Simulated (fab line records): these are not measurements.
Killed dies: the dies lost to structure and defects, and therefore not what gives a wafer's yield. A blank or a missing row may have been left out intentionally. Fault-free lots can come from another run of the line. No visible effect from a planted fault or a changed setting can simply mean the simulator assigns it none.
fab line records	flow nandHarc
record lots=12	wafers=36	lastDay=34
route steps=1302 shown P_M1@307 P_M2@323 END@1302
lots with no fault: from the same line, run without faults
startH: start of the lot's first displayed wafer, in hours after the record's first day	waitH: how many hours have passed since the lot's step before this one	" same as the row above	L1.1+2: a row that stands for several wafers	- either no value or no given start	* or withheld: withheld	< > ~ a bound
route shown NAME@n: a module of which the file shows steps, and the number in the route of the first	usual: average and standard deviation across the fault-free wafers	same: alike in all rows	chamber/n: place in a boat	sites: readings site by site	_std_site: how widely they spread, as a standard deviation	_edge_site: mean of outer sites minus mean of inner sites	radiusMm: for every site, how far away it sits from the centre of the wafer	mask NAME#n: copy n	behind: the most recent tool/chamber to have shaped the wafer	hold: cause of the lot's hold/its duration in hours/its outcome	device: names the non-switching transistor (n, p or np)	end of line: tests run on the same wafers once the route is complete	where a step has no rows: the recipe by itself	killed: count of dies lost to structure and defects at first sort (not the wafer's yield)	map: shows each die of a wafer: x if killed, . if not, _ if none is there
set.NAME: the setting that was run; set.NAME@STEP: the one run at that earlier step	model.NAME: the simulator's own value behind a step, which no gauge read
steps of the route over a sample of lots; a table a step, a row a wafer
services: a tool's chamber out of use, with start hour (startH, from the record's first day; less than 0 if before it), hours out, and reason
## steps
# step NHARC_P_M1_PVD_20
# recipe targetThkA=50	biasV=168.6	powerW=15000	chamberPressurePa=0.12	timeS=8.06	substrateTempC=50	material=TaN
# usual biasV=168.5/1.8	throttleValvePct=29.2/1.1
# same timeS=8.06
lot.wafer	tool	chamber	startH	waitH	biasV	throttleValvePct
L453.4	pvdSputter-02	-	-	-	168.1	28.8
L453.1	"	-	"	"	166.2	29.8
L453.3	"	-	"	"	164.9	28.7
L454.2	pvdSputter-02	-	-	-	169.0	28.9
L454.5	"	-	"	"	167.6	28.7
L454.6	"	-	"	"	169.9	29.1
L457.1	pvdSputter-01	-	-	-	167.0	30.2
L457.2	"	-	"	"	169.1	29.9
L457.6	"	-	"	"	168.2	27.7
L458.4	pvdSputter-01	-	-	-	168.2	30.1
L458.1	"	-	"	"	165.8	27.8
L458.6	"	-	"	"	169.4	30.2
L459.4	pvdSputter-01	-	-	-	171.3	27.5
L459.1	"	-	"	"	164.7	30.4
L459.6	"	-	"	"	168.4	29.8
L464.2	pvdSputter-02	-	-	-	165.4	28.8
L464.1	"	-	"	"	171.1	29.8
L464.4	"	-	"	"	168.8	30.4
L466.4	pvdSputter-01	-	-	-	170.8	27.8
L466.3	"	-	"	"	169.5	27.1
L466.1	"	-	"	"	168.3	30.1
L467.4	pvdSputter-03	-	-	-	165.6	30.0
L467.3	"	-	"	"	166.0	30.3
L467.5	"	-	"	"	168.6	30.0
L472.2	pvdSputter-01	-	-	-	168.2	30.2
L472.6	"	-	"	"	168.1	27.7
L472.5	"	-	"	"	167.7	27.1
L473.3	pvdSputter-03	-	-	-	168.1	30.5
L473.2	"	-	"	"	166.8	30.0
L473.6	"	-	"	"	171.8	30.5
L474.1	pvdSputter-01	-	347.51	0.1	166.2	30.1
L474.3	"	-	"	"	168.1	27.7
L474.6	"	-	"	"	170.1	30.1
L475.2	pvdSputter-01	-	-	-	166.8	30.1
L475.6	"	-	"	"	168.2	29.2
L475.5	"	-	"	"	168.2	29.8
# step NHARC_P_M1_CMP_23
# recipe tOverpolishS=20	targetThkNm=157.82
# usual motorCurrentA=11.7/1	slurryFlowMlMin=150.0/0.5	timeToEndpointS=29/3.5
lot.wafer	tool	chamber	startH	waitH	motorCurrentA	slurryFlowMlMin	timeToEndpointS
L453.3	cmp-03	2	134.69	-	11.1	149.7	27
L453.4	"	3	"	"	12.9	151.3	26
L453.1	"	1	"	"	11.2	150.0	29
L454.2	cmp-01	1	147.45	-	12.6	149.7	33
L454.5	"	2	"	"	13.0	149.1	26
L454.6	"	3	"	"	11.5	150.4	25
L457.1	cmp-03	3	182.19	-	12.6	150.8	30
L457.2	"	0	"	"	10.6	150.0	30
L457.6	"	3	"	"	12.2	150.2	30
L458.1	cmp-04	2	183.15	-	11.7	150.0	33
L458.4	"	1	"	"	12.6	148.8	35
L458.6	"	3	"	"	9.8	150.2	28
L459.4	cmp-03	3	197.36	-	12.4	150.1	23
L459.1	"	0	"	"	10.1	150.1	27
L459.6	"	2	"	"	11.2	149.3	27
L464.4	cmp-01	2	244.31	-	12.7	149.9	30
L464.1	"	3	"	"	10.9	150.1	27
L464.2	"	0	"	"	12.8	149.8	33
L466.4	cmp-01	2	274.75	-	12.6	149.9	27
L466.1	"	3	"	"	11.2	150.2	24
L466.3	"	1	"	"	12.2	150.5	28
L467.4	cmp-01	3	275.41	-	10.8	150.9	22
L467.3	"	0	"	"	12.8	150.1	29
L467.5	"	2	"	"	12.5	150.4	26
L472.2	cmp-01	2	327.99	-	13.1	149.7	27
L472.6	"	2	"	"	12.9	149.3	25
L472.5	"	3	"	"	11.3	150.7	25
L473.2	cmp-03	0	334.58	-	10.1	150.8	34
L473.3	"	2	"	"	10.8	150.7	35
L473.6	"	1	"	"	11.1	150.1	33
L474.3	cmp-03	1	348.63	-	11.8	149.7	29
L474.1	"	3	"	"	13.1	149.7	26
L474.6	"	1	"	"	11.8	150.1	30
L475.2	cmp-04	1	363.88	-	11.9	150.1	31
L475.6	"	2	"	"	11.5	150.7	30
L475.5	"	3	"	"	10.3	149.3	27
# step NHARC_P_M2_SOFTBAKE_04
# recipe tempC=105	timeS=55
# usual chillPlateTempC=23.02/0.098	heaterPowerTotalW=188.45/0.13
# same timeS=55
lot.wafer	tool	chamber	startH	waitH	chillPlateTempC	heaterPowerTotalW
L453.1	lithoTrack-01	0	136	-	23.01	188.46
L453.3	"	0	"	"	22.88	188.48
L453.4	"	0	"	"	23.19	188.39
L454.2	lithoTrack-04	0	148	-	23.20	188.38
L454.5	"	0	"	"	23.10	188.28
L454.6	"	0	"	"	23.05	188.29
L457.1	lithoTrack-01	0	183	-	23.03	188.73
L457.2	"	0	"	"	22.95	188.30
L457.6	"	0	"	"	22.94	188.52
L458.1	lithoTrack-01	0	184	-	22.99	188.45
L458.4	"	0	"	"	22.96	188.69
L458.6	"	0	"	"	23.07	188.67
L459.1	lithoTrack-04	0	198	-	23.18	188.36
L459.4	"	0	"	"	23.03	188.71
L459.6	"	0	"	"	23.11	188.46
L464.1	lithoTrack-06	0	245	-	23.03	193.09
L464.2	"	0	"	"	23.04	193.24
L464.4	"	0	"	"	22.99	193.24
L466.1	lithoTrack-06	0	276	-	22.93	193.33
L466.3	"	0	"	"	22.90	193.53
L466.4	"	0	"	"	22.99	193.09
L467.3	lithoTrack-06	0	276	-	23.00	193.23
L467.4	"	0	"	"	22.99	193.14
L467.5	"	0	"	"	22.94	193.25
L472.2	lithoTrack-06	0	329	-	23.14	188.32
L472.5	"	0	"	"	23.02	188.43
L472.6	"	0	"	"	23.23	188.52
L473.2	lithoTrack-06	0	336	-	23.01	188.41
L473.3	"	0	"	"	23.17	188.33
L473.6	"	0	"	"	22.99	188.33
L474.1	lithoTrack-04	0	350	-	22.87	188.62
L474.3	"	0	"	"	23.06	188.49
L474.6	"	0	"	"	22.91	188.39
L475.2	lithoTrack-01	0	365	-	23.04	188.33
L475.5	"	0	"	"	23.22	188.32
L475.6	"	0	"	"	23.13	188.39
# step NHARC_P_M2_DESCUM_14
# recipe timeS=3	o2FlowSccm=200	arFlowSccm=0	biasPowerW=0	chemistry=O2
# usual drypumpMotorCurrentA=5.6/0.5	oesProductAu=1.000/0.016	rfVppV=57.8/0.95	showerheadPlenumPTorr=1.91/0.071	throttleValvePct=11.310/0.0094
# same timeS=3
lot.wafer	tool	chamber	startH	waitH	drypumpMotorCurrentA	oesProductAu	rfHoursCounterH	rfVppV	showerheadPlenumPTorr	throttleValvePct
L453.3	rieDiel-03	3	136.72	0.1	4.8	0.996	1	56.6	1.87	11.307
L453.4	"	0	"	"	5.0	1.019	1	57.1	1.91	11.309
L453.1	"	1	"	"	6.1	0.972	1	57.6	1.90	11.299
L454.2	rieDiel-05	0	149.45	0.1	5.0	1.000	5	58.0	1.91	11.315
L454.6	"	3	"	"	6.4	1.028	-	60.2	2.06	11.299
L454.5	"	0	"	"	5.0	0.998	-	57.1	1.91	11.309
L457.1	rieDiel-03	0	184.19	0.1	5.0	1.037	3	58.8	1.91	11.322
L457.2	"	3	"	"	4.8	0.989	3	58.0	1.87	11.294
L457.6	"	0	"	"	5.1	1.030	-	57.1	1.90	11.304
L458.4	rieDiel-03	0	185.08	0.1	5.0	1.033	3	58.8	1.90	11.314
L458.1	"	2	"	"	5.7	1.005	3	56.0	1.83	11.314
L458.6	"	1	"	"	6.1	0.992	-	56.0	1.90	11.305
L459.1	rieDiel-04	3	199.27	0.1	5.8	0.981	2	59.3	1.93	11.299
L459.4	"	0	"	"	5.9	1.017	1	57.9	1.86	11.314
L459.6	"	2	"	"	5.6	0.992	-	59.4	2.03	11.308
L464.1	rieDiel-05	1	246.37	0.1	5.6	1.006	0	57.0	1.83	11.327
L464.2	"	3	"	"	6.4	1.001	0	57.0	2.06	11.307
L464.4	"	0	"	"	5.0	1.010	0	58.8	1.91	11.315
L466.4	rieDiel-03	0	276.95	0.1	5.1	1.005	7	58.5	1.90	11.315
L466.3	"	1	"	"	6.1	0.982	9	58.0	1.90	11.299
L466.1	"	2	"	"	5.7	0.997	9	58.0	1.83	11.304
L467.4	rieDiel-03	3	277.46	0.1	4.8	0.980	7	57.2	1.87	11.318
L467.3	"	0	"	"	5.1	1.013	7	57.0	1.90	11.304
L467.5	"	2	"	"	5.7	1.002	-	56.5	1.83	11.335
L472.2	rieDiel-05	3	329.95	0.1	6.4	1.009	3	57.0	2.06	11.314
L472.6	"	0	"	"	5.0	1.014	-	58.8	1.91	11.311
L472.5	"	1	"	"	5.7	1.019	-	58.4	1.83	11.312
L473.3	rieDiel-03	1	336.77	0.1	6.1	0.990	1	58.1	1.89	11.303
L473.2	"	2	"	"	5.7	0.987	1	57.2	1.83	11.297
L473.6	"	2	"	"	5.7	0.996	-	57.9	1.83	11.308
L474.3	rieDiel-05	2	350.79	0.1	5.2	1.006	4	59.1	1.96	11.318
L474.1	"	0	"	"	5.0	1.001	4	57.2	1.91	11.314
L474.6	"	1	"	"	5.6	1.009	-	57.0	1.83	11.311
L475.2	rieDiel-05	1	365.72	0.1	5.7	1.025	5	58.2	1.83	11.318
L475.6	"	3	"	"	6.4	1.015	-	57.0	2.06	11.315
L475.5	"	0	"	"	5.0	0.996	-	56.4	1.91	11.295
# step NHARC_END_SORT_01
# recipe tempC=25
# usual defectLimitedYield=90.7/2.7	killedAtArray=58/19	killedAtOther=1.1/1.2	killedAtPeriphery=3.8/2.4	killedDies=63/18	killedOpen=3.3/1.8	killedShort=2.2/1.6
# same grossDies=677
lot.wafer	tool	chamber	startH	waitH	defectLimitedYield[%]	killedAtArray	killedAtOther	killedAtPeriphery	killedDies	killedOpen	killedShort
L464.1	prober-01	0	668.78	2.4	90.8	56	0	6	62	4	3
L464.2	prober-01	0	669.57	2.8	92.3	50	2	0	52	3	3
L464.4	prober-01	0	671.16	3.4	91.9	53	0	2	55	3	2
L466.1	prober-01	0	696.26	2.5	89.4	69	1	2	72	2	1
L466.3	prober-01	0	697.84	3.1	89.2	68	1	4	73	5	4
L466.4	prober-01	0	698.64	3.4	88.3	68	3	8	79	1	3
L467.3	prober-01	0	706.10	3.1	89.5	68	0	3	71	7	1
L467.4	prober-01	0	706.88	3.4	87.3	81	0	5	86	2	1
L467.5	prober-01	0	707.67	3.6	88.9	67	0	8	75	5	0
L474.1	prober-01	0	771.02	2.5	91.3	51	1	7	59	1	0
L474.3	prober-01	0	772.61	3.1	91.6	52	2	3	57	3	0
L474.6	prober-01	0	775.00	4.0	87.9	78	3	1	82	6	0
# killed by level:class
L464.1 A_SLIT:chamberFilmFlake=31 A_CONTACT:chamberFilmFlake=5 A_CHANNEL_HOLE_D1:chamberFilmFlake=3 A_CHANNEL_HOLE_D2:chamberFilmFlake=3 A_CHANNEL_FILL_D2:chamberFilmFlake=3 A_M1:chamberFilmFlake=3 P_GATE:geometricParticle:short=1 P_GATE:geometricParticle:open=1
L464.2 A_SLIT:chamberFilmFlake=38 A_CHANNEL_FILL_D1:geometricParticle:open=2 A_CHANNEL_HOLE_D1:chamberFilmFlake=2 THIN_TSV:chamberFilmFlake=2 A_CHANNEL_HOLE_D1:geometricParticle:open=1 A_CHANNEL_FILL_D1:geometricParticle:short=1 A_CHANNEL_FILL_D2:geometricParticle:short=1 A_WL_FILL:geometricParticle:short=1
L464.4 A_SLIT:chamberFilmFlake=29 A_CHANNEL_HOLE_D1:chamberFilmFlake=10 A_CHANNEL_HOLE_D2:chamberFilmFlake=3 A_CONTACT:chamberFilmFlake=3 A_M1:chamberFilmFlake=2 P_GATE:geometricParticle:open=1 A_SOURCE_PLATE:geometricParticle:open=1 A_ONON_D1:geometricParticle:short=1
L466.1 A_SLIT:chamberFilmFlake=33 A_CHANNEL_HOLE_D2:chamberFilmFlake=16 A_STAIRCASE:chamberFilmFlake=5 A_CHANNEL_HOLE_D1:chamberFilmFlake=4 A_CONTACT:chamberFilmFlake=4 A_M1:chamberFilmFlake=2 P_CONTACT:geometricParticle:short=1 A_SOURCE_PLATE:geometricParticle:open=1
L466.3 A_SLIT:chamberFilmFlake=26 A_CHANNEL_HOLE_D2:chamberFilmFlake=15 A_CHANNEL_HOLE_D1:chamberFilmFlake=11 A_STAIRCASE:chamberFilmFlake=4 A_CONTACT:chamberFilmFlake=3 P_M1:chamberFilmFlake=2 P_CONTACT:geometricParticle:open=1 A_CHANNEL_HOLE_D1:geometricParticle:short=1
L466.4 A_CHANNEL_HOLE_D2:chamberFilmFlake=28 A_SLIT:chamberFilmFlake=27 A_CHANNEL_HOLE_D1:chamberFilmFlake=9 P_M1:chamberFilmFlake=3 THIN_TSV:chamberFilmFlake=3 A_DECK1_JOINT:geometricParticle:short=2 P_STI:chamberFilmFlake=2 A_STAIRCASE:chamberFilmFlake=2
L467.3 A_SLIT:chamberFilmFlake=36 A_CHANNEL_HOLE_D1:chamberFilmFlake=21 A_ONON_D2:geometricParticle:open=2 A_M0:geometricParticle:open=2 P_BONDPAD:chamberFilmFlake=2 A_STAIRCASE:chamberFilmFlake=2 P_M0:geometricParticle:short=1 A_CHANNEL_FILL_D1:geometricParticle:open=1
L467.4 A_CHANNEL_HOLE_D1:chamberFilmFlake=36 A_SLIT:chamberFilmFlake=34 A_STAIRCASE:chamberFilmFlake=4 P_M1:chamberFilmFlake=2 A_SOURCE_PLATE:geometricParticle:short=1 A_CHANNEL_FILL_D1:geometricParticle:open=1 A_M0:geometricParticle:open=1 P_GATE:chamberFilmFlake=1
L467.5 A_SLIT:chamberFilmFlake=30 A_CHANNEL_HOLE_D1:chamberFilmFlake=28 P_BONDPAD:chamberFilmFlake=4 P_M1:chamberFilmFlake=2 P_M0:geometricParticle:open=1 A_ONON_D2:geometricParticle:open=1 A_CHANNEL_FILL_D2:geometricParticle:open=1 A_BLC:geometricParticle:open=1
L474.1 A_SLIT:chamberFilmFlake=25 A_CHANNEL_HOLE_D2:chamberFilmFlake=20 P_GATE:chamberFilmFlake=4 A_DECK1_JOINT:chamberFilmFlake=3 A_M1:chamberFilmFlake=3 P_STI:chamberFilmFlake=2 P_ZERO_WELL:geometricParticle:open=1 THIN_TSV:chamberFilmFlake=1
L474.3 A_SLIT:chamberFilmFlake=24 A_CHANNEL_HOLE_D2:chamberFilmFlake=15 A_CONTACT:chamberFilmFlake=5 P_STI:chamberFilmFlake=3 A_ONON_D2:geometricParticle:open=2 A_DECK1_JOINT:chamberFilmFlake=2 STARTING-WAFER:geometricParticle:open=1 A_CHANNEL_HOLE_D1:chamberFilmFlake=1
L474.6 A_SLIT:chamberFilmFlake=30 A_CHANNEL_HOLE_D2:chamberFilmFlake=29 A_CONTACT:chamberFilmFlake=6 A_M1:chamberFilmFlake=3 THIN_TSV:chamberFilmFlake=3 A_ONON_D1:geometricParticle:open=2 A_CHANNEL_FILL_D1:geometricParticle:open=1 A_ONON_D2:geometricParticle:open=1
## services
tool	chamber	startH	hours	kind
rieDiel-05	1	114.36	2.4	repair
pvdSputter-01	-	144.54	1.9	repair
cmp-03	-	162.00	4.0	pm
lithoTrack-06	-	179.00	7.0	pm
pvdSputter-01	-	192.34	3.2	repair
cmp-01	-	193.53	4.0	pm
rieDiel-03	3	207.45	1.3	repair
rieDiel-05	2	217.09	1.3	repair
pvdSputter-01	-	226.00	10.0	pm
rieDiel-05	-	229.60	9.0	pm
cmp-03	-	230.18	1.7	repair
cmp-01	-	237.91	0.8	repair
cmp-03	-	241.71	1.2	repair
rieDiel-03	-	253.44	2.4	repair
cmp-03	-	260.00	4.0	pm
rieDiel-05	1	260.49	10.0	repair
rieDiel-03	-	281.30	9.0	pm
cmp-01	-	291.53	4.0	pm
rieDiel-05	2	298.23	6.3	repair
rieDiel-05	1	302.01	4.9	repair
cmp-03	-	306.77	0.3	repair
pvdSputter-01	-	321.62	2.4	repair
rieDiel-03	3	323.44	2.5	repair
rieDiel-03	3	328.56	1.7	repair
## key
firstSign step=NHARC_P_M2_SOFTBAKE_04	reading=heaterPowerTotalW	direction=up	sigmas=36	usual=*	struck=*
effect none on later readings
metAt NHARC_P_M2_SOFTBAKE_04
struckLots L464,L466,L467
loopTrim step=NHARC_P_M2_EXPOSE_06	setting=dose	lots=L467
notActingAt NHARC_P_M1_PVD_20,NHARC_P_M1_CMP_23,NHARC_P_M2_DESCUM_14
fault kind=processParameterDrift	tool=lithoTrack-06	chamber=-	onsetH=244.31	steps=NHARC_P_M2_SOFTBAKE_04	channel=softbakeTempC	offset=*	shape=step	endH=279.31	actsIn=*	stated=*
# loopTrim: a control loop set the setting to another value than it would have without faults
